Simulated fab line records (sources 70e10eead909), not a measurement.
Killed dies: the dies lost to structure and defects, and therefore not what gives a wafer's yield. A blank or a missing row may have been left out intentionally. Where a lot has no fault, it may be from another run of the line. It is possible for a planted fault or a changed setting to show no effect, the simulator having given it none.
Chamber matching || flow nand-harc || rie-diel-06 running NHARC_P_GATE_ETCH_104: 4 sister chambers
The step etches the open film in CF4/CHF3, target depth 60 nm. 18 wafers are shown with their chamber, then 9 later ones without.

WAFERS WITH THEIR CHAMBER
{"wafer": "L662.1", "chamber": 2, "showerhead-plenum-p-Torr (Torr)": 1.50, "drypump-motor-current-A (A)": 5.3, "rf-vpp-V (V)": 368.9}
{"wafer": "L662.4", "chamber": 3, "showerhead-plenum-p-Torr (Torr)": 1.65, "drypump-motor-current-A (A)": 5.8, "rf-vpp-V (V)": 373.0}
{"wafer": "L662.6", "chamber": 0, "showerhead-plenum-p-Torr (Torr)": 1.61, "drypump-motor-current-A (A)": 6.7, "rf-vpp-V (V)": 371.5}
{"wafer": "L661.1", "chamber": 1, "showerhead-plenum-p-Torr (Torr)": 1.68, "drypump-motor-current-A (A)": 5.0, "rf-vpp-V (V)": 374.1}
{"wafer": "L661.2", "chamber": 3, "showerhead-plenum-p-Torr (Torr)": 1.65, "drypump-motor-current-A (A)": 5.8, "rf-vpp-V (V)": 373.5}
{"wafer": "L661.6", "chamber": 1, "showerhead-plenum-p-Torr (Torr)": 1.68, "drypump-motor-current-A (A)": 5.0, "rf-vpp-V (V)": 373.1}
{"wafer": "L659.1", "chamber": 2, "showerhead-plenum-p-Torr (Torr)": 1.49, "drypump-motor-current-A (A)": 5.3, "rf-vpp-V (V)": 368.4}
{"wafer": "L659.5", "chamber": 3, "showerhead-plenum-p-Torr (Torr)": 1.65, "drypump-motor-current-A (A)": 5.9, "rf-vpp-V (V)": 372.6}
{"wafer": "L659.6", "chamber": 0, "showerhead-plenum-p-Torr (Torr)": 1.61, "drypump-motor-current-A (A)": 6.7, "rf-vpp-V (V)": 372.3}
{"wafer": "L663.1", "chamber": 3, "showerhead-plenum-p-Torr (Torr)": 1.65, "drypump-motor-current-A (A)": 5.8, "rf-vpp-V (V)": 373.4}
{"wafer": "L663.3", "chamber": 2, "showerhead-plenum-p-Torr (Torr)": 1.49, "drypump-motor-current-A (A)": 5.3, "rf-vpp-V (V)": 367.6}
{"wafer": "L663.6", "chamber": 0, "showerhead-plenum-p-Torr (Torr)": 1.61, "drypump-motor-current-A (A)": 6.7, "rf-vpp-V (V)": 371.8}
{"wafer": "L667.1", "chamber": 1, "showerhead-plenum-p-Torr (Torr)": 1.68, "drypump-motor-current-A (A)": 5.0, "rf-vpp-V (V)": 374.2}
{"wafer": "L667.2", "chamber": 2, "showerhead-plenum-p-Torr (Torr)": 1.49, "drypump-motor-current-A (A)": 5.3, "rf-vpp-V (V)": 366.3}
{"wafer": "L667.5", "chamber": 1, "showerhead-plenum-p-Torr (Torr)": 1.68, "drypump-motor-current-A (A)": 5.0, "rf-vpp-V (V)": 374.3}
{"wafer": "L671.1", "chamber": 2, "showerhead-plenum-p-Torr (Torr)": 1.49, "drypump-motor-current-A (A)": 5.3, "rf-vpp-V (V)": 367.9}
{"wafer": "L671.3", "chamber": 1, "showerhead-plenum-p-Torr (Torr)": 1.68, "drypump-motor-current-A (A)": 5.0, "rf-vpp-V (V)": 373.5}
{"wafer": "L671.5", "chamber": 3, "showerhead-plenum-p-Torr (Torr)": 1.65, "drypump-motor-current-A (A)": 5.9, "rf-vpp-V (V)": 372.7}

SIGNATURES, as means of the wafers listed above
{"reading": "showerhead-plenum-p-Torr", "chamber 0": 1.6100, "chamber 1": 1.6800, "chamber 2": 1.4920, "chamber 3": 1.6500, "scatter within a chamber": 0.00239}
{"reading": "drypump-motor-current-A", "chamber 0": 6.700, "chamber 1": 5.000, "chamber 2": 5.300, "chamber 3": 5.840, "scatter within a chamber": 0.0293}
{"reading": "rf-vpp-V", "chamber 0": 371.867, "chamber 1": 373.840, "chamber 2": 367.820, "chamber 3": 373.040, "scatter within a chamber": 0.65}
Rule: a wafer lies at a distance from a chamber equal to the root of the sum of squares, over the readings, of (its reading less the chamber's mean, divided by the reading's scatter). The wafer belongs to the nearest chamber; if the next one is less than 2 further off, it can't be placed. The scatter: the root of (the sum of the squares of (reading less its chamber's mean) over the shown wafers, divided by (wafers less chambers)).

WAFERS MISSING THEIR CHAMBER
{"wafer": "L673.1", "showerhead-plenum-p-Torr (Torr)": 1.65, "drypump-motor-current-A (A)": 5.8, "rf-vpp-V (V)": 373.4}
{"wafer": "L673.2", "showerhead-plenum-p-Torr (Torr)": 1.61, "drypump-motor-current-A (A)": 6.7, "rf-vpp-V (V)": 371.5}
{"wafer": "L673.4", "showerhead-plenum-p-Torr (Torr)": 1.49, "drypump-motor-current-A (A)": 5.3, "rf-vpp-V (V)": 368.1}
{"wafer": "L677.1", "showerhead-plenum-p-Torr (Torr)": 1.68, "drypump-motor-current-A (A)": 5.0, "rf-vpp-V (V)": 374.8}
{"wafer": "L677.2", "showerhead-plenum-p-Torr (Torr)": 1.65, "drypump-motor-current-A (A)": 5.9, "rf-vpp-V (V)": 371.9}
{"wafer": "L677.6", "showerhead-plenum-p-Torr (Torr)": 1.49, "drypump-motor-current-A (A)": 5.3, "rf-vpp-V (V)": 368.5}
{"wafer": "L682.1", "showerhead-plenum-p-Torr (Torr)": 1.61, "drypump-motor-current-A (A)": 6.7, "rf-vpp-V (V)": 370.9}
{"wafer": "L682.2", "showerhead-plenum-p-Torr (Torr)": 1.49, "drypump-motor-current-A (A)": 5.3, "rf-vpp-V (V)": 368.2}
{"wafer": "L682.6", "showerhead-plenum-p-Torr (Torr)": 1.65, "drypump-motor-current-A (A)": 5.9, "rf-vpp-V (V)": 372.9}

THE CHAMBER EACH PASSED THROUGH
{"wafer": "L673.1", "from the rows above": 3, "in truth": 3}
{"wafer": "L673.2", "from the rows above": 0, "in truth": 0}
{"wafer": "L673.4", "from the rows above": 2, "in truth": 2}
{"wafer": "L677.1", "from the rows above": 1, "in truth": 1}
{"wafer": "L677.2", "from the rows above": 3, "in truth": 3}
{"wafer": "L677.6", "from the rows above": 2, "in truth": 2}
{"wafer": "L682.1", "from the rows above": 0, "in truth": 0}
{"wafer": "L682.2", "from the rows above": 2, "in truth": 2}
{"wafer": "L682.6", "from the rows above": 3, "in truth": 3}
Placed correctly: 9 of 9. Number that these rows cannot place: 0. Wrongly placed: 0.
